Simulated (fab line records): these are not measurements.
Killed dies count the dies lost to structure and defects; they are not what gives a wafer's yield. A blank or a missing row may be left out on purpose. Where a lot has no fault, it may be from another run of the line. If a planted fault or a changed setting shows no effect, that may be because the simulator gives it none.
Chamber matching / flow nand harc / NHARC_A_WL_FILL_ALD_00 on ald hk-03 has 4 sister chambers
The step deposits Al2O3, target thk 3 nm, pulse time 3 s, ald cycles 30. 4 wafers are shown with their chamber, then 7 later ones without.

EACH WAFER AND ITS CHAMBER
wafer=L080.1; chamber=0; heater power w (W)=472
wafer=L083.2; chamber=2; heater power w (W)=413
wafer=L089.2; chamber=1; heater power w (W)=406
wafer=L089.3; chamber=3; heater power w (W)=408

WAFERS MISSING THEIR CHAMBER
wafer=L089.4; heater power w (W)=488
wafer=L095.3; heater power w (W)=416
wafer=L095.4; heater power w (W)=415
wafer=L095.5; heater power w (W)=414
wafer=L097.2; heater power w (W)=412
wafer=L097.4; heater power w (W)=476
wafer=L097.6; heater power w (W)=414

WHICH CHAMBER EACH ONE RAN IN
wafer=L089.4; from the rows above=0; in truth=0
wafer=L095.3; from the rows above=can't be placed: 2 or 3 or 1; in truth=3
wafer=L095.4; from the rows above=can't be placed: 2 or 3 or 1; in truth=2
wafer=L095.5; from the rows above=can't be placed: 2 or 3 or 1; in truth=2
wafer=L097.2; from the rows above=can't be placed: 2 or 3 or 1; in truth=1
wafer=L097.4; from the rows above=0; in truth=0
wafer=L097.6; from the rows above=can't be placed: 2 or 3 or 1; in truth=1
Correctly placed: 2 of 7. From these rows, 5 cannot be placed; in 5 the true chamber is one of the candidates. Placed wrongly: 0.
How it was worked out, from the rows above alone: a wafer's distance from a chamber is the root of the sum, over the readings, of the square of ((its reading less the chamber's mean) divided by the reading's scatter). If the next closest chamber is less than 2 further off than the closest, the wafer can't be placed; otherwise it belongs to the closest. The mean given for a chamber averages the wafers shown for that chamber. The scatter: root of mean squared gap, hidden wafer to nearest shown wafer, with one shown wafer a chamber.
